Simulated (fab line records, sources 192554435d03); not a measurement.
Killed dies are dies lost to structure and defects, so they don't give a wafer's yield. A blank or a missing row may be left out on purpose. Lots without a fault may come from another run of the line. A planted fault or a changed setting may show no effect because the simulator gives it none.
Chamber matching | flow n5_finfet | N5_SD_EPI_P_ETCH_16 on rie_diel-06: 4 sister chambers
The step etches SiO2 in CHF3/O2, target depth 5 nm. 4 wafers are shown with their chamber, then 8 later ones without.

WAFERS WITH THEIR CHAMBER
wafer  | chamber | showerhead_plenum_p_Torr (Torr)
L083.4 | 0       | 2.35
L086.1 | 1       | 2.36
L086.4 | 2       | 2.52
L089.1 | 3       | 2.49

WAFERS WITHOUT THEIR CHAMBER
wafer  | showerhead_plenum_p_Torr (Torr)
L089.3 | 2.52
L089.4 | 2.36
L092.4 | 2.36
L092.5 | 2.36
L092.6 | 2.35
L095.1 | 2.49
L095.3 | 2.36
L095.5 | 2.51

WHICH CHAMBER EACH WENT THROUGH
wafer  | from the rows above | in truth
L089.3 | 2                   | 2
L089.4 | 1                   | 1
L092.4 | 1                   | 1
L092.5 | 1                   | 1
L092.6 | 0                   | 0
L095.1 | 3                   | 3
L095.3 | 1                   | 1
L095.5 | 2                   | 2
Placed correctly: 8 of 8. Can't be placed from these rows: 0. Placed wrongly: 0.
How it was worked out, from the rows above alone: a wafer's distance from a chamber is the root of the sum, over the readings, of the square of ((its reading less the chamber's mean) divided by the reading's scatter). The wafer belongs to the nearest chamber; if the next one is less than 2 further off, it can't be placed. A chamber's mean is the mean of its shown wafers. The scatter: with one shown wafer a chamber, the root of the mean of the squares of how far each hidden wafer lies from its nearest shown one.
